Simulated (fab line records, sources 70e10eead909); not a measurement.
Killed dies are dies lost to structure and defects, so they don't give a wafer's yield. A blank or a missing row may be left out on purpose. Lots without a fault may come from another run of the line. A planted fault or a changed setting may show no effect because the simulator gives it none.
Which tool did it? | flow nand_harc | 11 lots, 33 wafers sampled, at 6 steps of a route of 1159

WHAT THE GAUGES READ, wafer by wafer
NHARC_P_ZERO_WELL_CD_MEAS_52: target cd 2000 nm. Usual: cd_nm 1999.7 nm, standard deviation 1.3.
lot  | measured    | on        | cd_nm (nm)           | flag
L141 | day 1 23:49 | cd_sem-02 | 1998.9 2000.4 1998.0 |
L143 | day 2 11:47 | cd_sem-02 | 2000.3 2001.4 2001.5 |
L144 | day 2 17:49 | cd_sem-01 | 1999.4 1999.7 1998.2 |
L147 | day 3 11:47 | cd_sem-01 | - - -                | OFF
L151 | day 4 11:32 | cd_sem-01 | 2000.8 2000.8 2000.6 |
L154 | day 5 05:42 | cd_sem-02 | 1998.7 1997.6 2000.2 |
L157 | day 5 23:41 | cd_sem-02 | 1999.2 1999.8 1998.5 |
L158 | day 6 05:38 | cd_sem-02 | 2004.0 2001.3 2002.6 |
L159 | day 6 11:40 | cd_sem-01 | 2002.3 1999.4 2002.3 |
L160 | day 6 17:53 | cd_sem-01 | 1997.8 1998.6 1999.4 |
L161 | day 6 23:47 | cd_sem-02 | 1998.6 1997.4 1998.6 |

NHARC_END_SORT_01. Usual: killed_at_array 25, standard deviation 9.8; killed_at_other 0.8, standard deviation 1.1; killed_at_periphery 3.3, standard deviation 2.1; killed_dies 29, standard deviation 10; killed_open 3.3, standard deviation 1.8; killed_short 1.9, standard deviation 1.4.
lot  | measured     | on        | killed_at_array | killed_at_other | killed_at_periphery | killed_dies | killed_open | killed_short | flag
L147 | day 21 05:08 | prober-01 | 20 15 15        | 0 0 1           | 657 662 661         | 677 677 677 | 3 3 3       | 6 0 4        | OFF
L151 | day 23 14:49 | prober-01 | 24 23           | 1 0             | 5 2                 | 30 25       | 3 3         | 4 0          |

WHICH TOOL RAN EACH LOT (tool, then ch and the chambers of the sampled wafers, then the start)
lot  | NHARC_P_ZERO_WELL_ETCH_62                    | NHARC_P_ZERO_WELL_DESCUM_26       | NHARC_P_ZERO_WELL_EXPOSE_49      | NHARC_P_ZERO_WELL_DESCUM_54
L141 | rie_diel-13 ch 0,3, day 1 20:47 or earlier   | rie_diel-08 ch 1,2, day 1 20:47   | krf_scanner-02 ch 0, day 1 23:40 | rie_diel-12 ch 0,1,3, day 1 23:59
L143 | rie_diel-08 ch 0,2,3, day 2 08:47 or earlier | rie_diel-13 ch 1,2,3, day 2 08:47 | krf_scanner-01 ch 0, day 2 11:37 | rie_diel-12 ch 2,3, day 2 11:58
L144 | rie_diel-08 ch 1,2, day 2 14:49 or earlier   | rie_diel-08 ch 0,1,3, day 2 14:49 | krf_scanner-04 ch 0, day 2 17:39 | rie_diel-12 ch 1,2, day 2 17:59
L147 | rie_diel-12 ch 0,2,3, day 3 08:40 or earlier | rie_diel-08 ch 0,1,3, day 3 08:40 | krf_scanner-04 ch 0, day 3 11:38 | rie_diel-08 ch 0,1,2, day 3 11:58
L151 | rie_diel-12 ch 2,3, day 4 08:41 or earlier   | rie_diel-12 ch 0,1,3, day 4 08:41 | krf_scanner-04 ch 0, day 4 11:23 | rie_diel-08 ch 0,3, day 4 11:42
L154 | rie_diel-08 ch 1,2,3, day 5 02:40 or earlier | rie_diel-12 ch 2,3, day 5 02:40   | krf_scanner-02 ch 0, day 5 05:33 | rie_diel-12 ch 0,2,3, day 5 05:53
L157 | rie_diel-13 ch 0,1,2, day 5 20:38 or earlier | rie_diel-08 ch 1,2,3, day 5 20:38 | krf_scanner-04 ch 0, day 5 23:32 | rie_diel-13 ch 0,1, day 5 23:50
L158 | rie_diel-12 ch 0,1,3, day 6 02:47 or earlier | rie_diel-13 ch 0,1,3, day 6 02:47 | krf_scanner-04 ch 0, day 6 05:29 | rie_diel-13 ch 1,2,3, day 6 05:49
L159 | rie_diel-13 ch 0,1,3, day 6 08:32 or earlier | rie_diel-12 ch 0,2,3, day 6 08:32 | krf_scanner-01 ch 0, day 6 11:31 | rie_diel-13 ch 1,2,3, day 6 11:50
L160 | rie_diel-13 ch 0,1,3, day 6 14:47 or earlier | rie_diel-12 ch 0,1,3, day 6 14:47 | krf_scanner-02 ch 0, day 6 17:43 | rie_diel-12 ch 0,3, day 6 18:02
L161 | rie_diel-13 ch 0,1, day 6 20:38 or earlier   | rie_diel-08 ch 1,2, day 6 20:38   | krf_scanner-04 ch 0, day 6 23:38 | rie_diel-08 ch 0,1,3, day 6 23:56
- NHARC_P_ZERO_WELL_ETCH_62: etches the open film in CHF3/Ar, target depth 13 nm, time 6.5 s.
- NHARC_P_ZERO_WELL_DESCUM_26: chemistry O2, time 3 s.
- NHARC_P_ZERO_WELL_EXPOSE_49: exposes mask P HVPW, target cd 2000 nm.
- NHARC_P_ZERO_WELL_DESCUM_54: chemistry O2, time 3 s.

WHAT THE TOOLS THEMSELVES READ (means of the sampled wafers that have a number; where no wafer has one, the mark that the record gives instead)
NHARC_P_ZERO_WELL_ETCH_62. Usual: bias_w 199.9 W, standard deviation 0.65; drypump_motor_current_A 5.9 A, standard deviation 0.36; oes_product_au 0.958 a.u., standard deviation 0.019; rf_vpp_V 370.2 V, standard deviation 2.2; showerhead_plenum_p_Torr 2.32 Torr, standard deviation 0.086; throttle_valve_pct 20.217 %, standard deviation 0.0086.
lot  | tool        | bias_w (W) | drypump_motor_current_A (A) | oes_product_au (a.u.) | rf_vpp_V (V) | showerhead_plenum_p_Torr (Torr) | throttle_valve_pct (%) | flag
L141 | rie_diel-13 | 200.8      | 5.9                         | 0.955                 | 370.7        | 2.32                            | 20.219                 |
L143 | rie_diel-08 | 199.9      | 5.7                         | 0.920                 | 371.5        | 2.37                            | 20.216                 |
L144 | rie_diel-08 | 200.0      | 5.8                         | 0.957                 | 370.7        | 2.33                            | 20.218                 |
L147 | rie_diel-12 | 199.7      | 6.3                         | 0.976                 | 368.4        | 2.29                            | 20.209                 |
L151 | rie_diel-12 | 200.2      | 6.2                         | 0.965                 | 369.1        | 2.25                            | 20.222                 |
L154 | rie_diel-08 | 199.4      | 5.6                         | 0.957                 | 370.5        | 2.32                            | 20.220                 |
L157 | rie_diel-13 | 200.1      | 6.1                         | 0.965                 | 371.2        | 2.39                            | 20.210                 |
L158 | rie_diel-12 | 200.1      | 5.9                         | 0.956                 | 368.8        | 2.25                            | 20.215                 |
L159 | rie_diel-13 | 200.0      | 5.9                         | 0.964                 | 370.5        | 2.35                            | 20.221                 |
L160 | rie_diel-13 | 199.6      | 5.9                         | 0.919                 | 370.8        | 2.35                            | 20.215                 |
L161 | rie_diel-13 | 199.4      | 5.9                         | 0.952                 | 372.9        | 2.45                            | 20.215                 |

NHARC_P_ZERO_WELL_DESCUM_26. Usual: drypump_motor_current_A 5.9 A, standard deviation 0.37; oes_product_au 0.997 a.u., standard deviation 0.0074; rf_vpp_V 57.6 V, standard deviation 0.83; showerhead_plenum_p_Torr 1.89 Torr, standard deviation 0.067; throttle_valve_pct 11.311 %, standard deviation 0.0089.
lot  | tool        | drypump_motor_current_A (A) | oes_product_au (a.u.) | rf_vpp_V (V) | showerhead_plenum_p_Torr (Torr) | throttle_valve_pct (%) | flag
L141 | rie_diel-08 | 5.6                         | 0.998                 | 57.9         | 1.86                            | 11.312                 |
L143 | rie_diel-13 | 6.1                         | 0.993                 | 57.3         | 1.87                            | 11.313                 |
L144 | rie_diel-08 | 5.5                         | 1.002                 | 57.3         | 1.90                            | 11.321                 |
L147 | rie_diel-08 | 5.5                         | 0.993                 | 57.5         | 1.90                            | 11.313                 |
L151 | rie_diel-12 | 5.9                         | 0.998                 | 57.3         | 1.84                            | 11.312                 |
L154 | rie_diel-12 | 6.4                         | 0.994                 | 58.0         | 1.88                            | 11.309                 |
L157 | rie_diel-08 | 5.6                         | 1.000                 | 57.6         | 1.89                            | 11.317                 |
L158 | rie_diel-13 | 5.9                         | 0.999                 | 58.4         | 1.91                            | 11.307                 |
L159 | rie_diel-12 | 6.3                         | 0.994                 | 57.1         | 1.87                            | 11.310                 |
L160 | rie_diel-12 | 5.9                         | 0.998                 | 58.3         | 1.84                            | 11.302                 |
L161 | rie_diel-08 | 5.8                         | 0.995                 | 56.5         | 1.90                            | 11.309                 |

NHARC_P_ZERO_WELL_DESCUM_54. Usual: drypump_motor_current_A 5.9 A, standard deviation 0.36; oes_product_au 0.996 a.u., standard deviation 0.0074; rf_vpp_V 57.6 V, standard deviation 0.89; showerhead_plenum_p_Torr 1.89 Torr, standard deviation 0.074; throttle_valve_pct 11.311 %, standard deviation 0.0091.
lot  | tool        | drypump_motor_current_A (A) | oes_product_au (a.u.) | rf_vpp_V (V) | showerhead_plenum_p_Torr (Torr) | throttle_valve_pct (%) | flag
L141 | rie_diel-12 | 5.9                         | 0.989                 | 57.2         | 1.84                            | 11.311                 |
L143 | rie_diel-12 | 6.2                         | 0.995                 | 57.0         | 1.83                            | 11.307                 |
L144 | rie_diel-12 | 5.8                         | 0.990                 | 57.5         | 1.86                            | 11.298                 |
L147 | rie_diel-08 | 5.7                         | 1.001                 | 57.4         | 1.90                            | 11.308                 |
L151 | rie_diel-08 | 5.6                         | 1.000                 | 57.7         | 1.94                            | 11.313                 |
L154 | rie_diel-12 | 6.3                         | 0.994                 | 56.8         | 1.87                            | 11.316                 |
L157 | rie_diel-13 | 6.0                         | 0.991                 | 58.1         | 2.00                            | 11.306                 |
L158 | rie_diel-13 | 6.1                         | 0.994                 | 57.8         | 1.87                            | 11.313                 |
L159 | rie_diel-13 | 6.1                         | 0.995                 | 56.7         | 1.87                            | 11.317                 |
L160 | rie_diel-12 | 6.1                         | 1.001                 | 58.3         | 1.86                            | 11.309                 |
L161 | rie_diel-08 | 5.5                         | 0.999                 | 57.1         | 1.89                            | 11.305                 |

THE ANSWER, worked out from the rows above alone
Rule: a lot is off if the mean of its wafers that have a number lies more than 3 standard deviations from the usual mean. A lot without any number at a reading at which 4 lots or more have one is off too. The other lots that the step has rows for count as sound. The gauges are gone through in route order, then the tools' own readings, and for those a lot's mean is taken as printed above. The first step at which some lot is off is used, and at that step the reading that is off furthest; a lot without a number counts as furthest.
Off: L147, at NHARC_P_ZERO_WELL_CD_MEAS_52 (cd_nm). Without a number there: L147.
A tool fits if, at a process step before that reading, it ran every lot that is off, and no sound lot after the first of them. The gauges at NHARC_P_ZERO_WELL_CD_MEAS_52 aren't tried: what is off there is off at NHARC_END_SORT_01 too, on other tools, and a gauge's error can't cause that. NHARC_P_ZERO_WELL_ETCH_62 gives no start for some lots, so the hours and the order of its lots are those of NHARC_P_ZERO_WELL_DESCUM_26. None of those tried fits.

WHAT THE SIMULATOR HAD PUT IN
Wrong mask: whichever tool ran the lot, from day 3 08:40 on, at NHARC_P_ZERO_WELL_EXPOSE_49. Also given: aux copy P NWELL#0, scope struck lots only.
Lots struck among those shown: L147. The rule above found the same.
